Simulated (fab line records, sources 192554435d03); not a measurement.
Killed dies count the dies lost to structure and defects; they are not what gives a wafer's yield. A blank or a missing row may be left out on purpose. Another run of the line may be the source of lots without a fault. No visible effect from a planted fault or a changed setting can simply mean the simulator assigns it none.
Split-lot trial + flow n5_finfet + 7 lots, 39 wafers read, on a route of 1938 steps

ABOUT THE SPLIT
At N5_BEOL_M14_ILD_DEP_00 (deposits SiO2 from TEOS/O2, target thk 1119.3 nm, time 237.4 s), the setting time_s was moved away from the recipe's 237.4 s on 12 of the 39 wafers read, by +27.3% to +47.3%. All remaining wafers had this setting at the recipe value.

Split to reading: the file shows no intervening step.

THE READING
At N5_BEOL_M14_THK_MEAS_01: M14_ILD_THK, given in nm. A value of 1120 nm with a standard deviation of 18 nm is what fault-free wafers of this fab line usually give.

| wafer  | tool, chamber at the split | time_s as run, s | against the recipe | M14_ILD_THK, nm | against lot-mates on the recipe |
|--------|----------------------------|------------------|--------------------|-----------------|---------------------------------|
| L082.2 | pecvd-03, 0                | 237.4            | recipe             | 1123            | -                               |
| L082.4 | pecvd-03, 2                | 237.4            | recipe             | 1158            | -                               |
| L082.6 | pecvd-03, 1                | 237.4            | recipe             | 1113            | -                               |
| L080.1 | pecvd-04, 0                | 237.4            | recipe             | 1123            | -                               |
| L080.2 | pecvd-04, 2                | 237.4            | recipe             | 1126            | -                               |
| L080.3 | pecvd-04, 1                | 347.6            | +46.4%             | 1613            | +485                            |
| L080.4 | pecvd-04, 2                | 347.6            | +46.4%             | 1669            | +541                            |
| L080.5 | pecvd-04, 0                | 237.4            | recipe             | 1134            | -                               |
| L080.6 | pecvd-04, 1                | 347.6            | +46.4%             | 1619            | +491                            |
| L087.1 | pecvd-03, 1                | 237.4            | recipe             | 1113            | -                               |
| L087.2 | pecvd-03, 2                | 302.2            | +27.3%             | 1425            | +303                            |
| L087.3 | pecvd-03, 0                | 237.4            | recipe             | 1124            | -                               |
| L087.4 | pecvd-03, 2                | 302.2            | +27.3%             | 1427            | +305                            |
| L087.5 | pecvd-03, 0                | 302.2            | +27.3%             | 1449            | +327                            |
| L087.6 | pecvd-03, 1                | 237.4            | recipe             | 1130            | -                               |
| L090.1 | pecvd-03, 2                | 237.4            | recipe             | 1112            | -                               |
| L090.2 | pecvd-03, 1                | 316.9            | +33.5%             | 1470            | +345                            |
| L090.3 | pecvd-03, 0                | 316.9            | +33.5%             | 1496            | +371                            |
| L090.4 | pecvd-03, 0                | 237.4            | recipe             | 1141            | -                               |
| L090.5 | pecvd-03, 1                | 237.4            | recipe             | 1123            | -                               |
| L090.6 | pecvd-03, 2                | 316.9            | +33.5%             | 1503            | +378                            |
| L091.1 | pecvd-02, 1                | 237.4            | recipe             | 1103            | -                               |
| L091.2 | pecvd-02, 0                | 237.4            | recipe             | 1136            | -                               |
| L091.3 | pecvd-02, 2                | 349.6            | +47.3%             | 1636            | +514                            |
| L091.4 | pecvd-02, 2                | 349.6            | +47.3%             | 1657            | +535                            |
| L091.5 | pecvd-02, 0                | 349.6            | +47.3%             | 1671            | +549                            |
| L091.6 | pecvd-02, 1                | 237.4            | recipe             | 1128            | -                               |
| L094.1 | pecvd-02, 1                | 237.4            | recipe             | 1129            | -                               |
| L094.2 | pecvd-02, 0                | 237.4            | recipe             | 1134            | -                               |
| L094.3 | pecvd-02, 0                | 237.4            | recipe             | 1150            | -                               |
| L094.4 | pecvd-02, 1                | 237.4            | recipe             | 1139            | -                               |
| L094.5 | pecvd-02, 1                | 237.4            | recipe             | 1144            | -                               |
| L094.6 | pecvd-02, 0                | 237.4            | recipe             | 1151            | -                               |
| L095.1 | pecvd-03, 2                | 237.4            | recipe             | 1108            | -                               |
| L095.2 | pecvd-03, 1                | 237.4            | recipe             | 1099            | -                               |
| L095.3 | pecvd-03, 0,2              | 237.4            | recipe             | 1121            | -                               |
| L095.4 | pecvd-03, 0                | 237.4            | recipe             | 1151            | -                               |
| L095.5 | pecvd-03, 0,2              | 237.4            | recipe             | 1120            | -                               |
| L095.6 | pecvd-03, 1                | 237.4            | recipe             | 1108            | -                               |
When a row names more than one chamber, that row covers several wafers, and the file does not tell which wafer ran in which chamber.

THE FIT
A straight line over all 39 wafers: M14_ILD_THK changes by +11 nm for each +1% of time_s; r = +1.00; the points scatter about the line by 17 nm.
The same after taking each lot's own level away (the mean of its wafers on the recipe; 39 wafers): +11.1 nm for each +1%; r = +1.00; scatter 15 nm.
On that fit, the largest move of time_s shifts the reading by 5.2e+02 nm.
Across the lots, their own levels run from 1117.8 to 1141.2 nm, a range of 1.3 times the standard deviation given above.
The two slopes are in agreement: the lot-to-lot level therefore moves the slope only a little.
Check: for one of the wafers moved furthest among these (+47.3%), held out of the fit, the line's prediction against its lot-mates is +525 nm. It came out at +514 nm against them.

THE WHOLE CHAIN: every reading that the file lists as answering this split, in the file's order
| step                    | what it does                                                   | reading                                                                             | change (the file's fit)              | r (the file's) |
|-------------------------|----------------------------------------------------------------|-------------------------------------------------------------------------------------|--------------------------------------|----------------|
| N5_BEOL_M14_ILD_DEP_00  | deposits SiO2 from TEOS/O2, target thk 1119.3 nm, time 237.4 s | SiO2_of_BEOL_M14_ILD_DEP_00.thk_nm (the simulator's own value, which no gauge read) | +11.1 nm for each +1% of the setting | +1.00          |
| N5_BEOL_M14_THK_MEAS_01 |                                                                | M14_ILD_THK                                                                         | +11.1 for each +1% of the setting    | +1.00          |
| N5_BEOL_M14_VIA_ETCH_16 | etches SiO2 in C4F8/O2/Ar, target depth 1231.3 nm              | etch.depth_nm (the simulator's own value, which no gauge read)                      | +11.1 nm for each +1% of the setting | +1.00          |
| N5_BEOL_M14_VIA_ETCH_16 | etches SiO2 in C4F8/O2/Ar, target depth 1231.3 nm              | coat_of_BEOL_M14_COAT_04.thk_nm (the simulator's own value, which no gauge read)    | -2.62 nm for each +1% of the setting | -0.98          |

FILE'S OWN FIT
M14_ILD_THK changes by +11.1 nm for each +1% of time_s, r = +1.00.
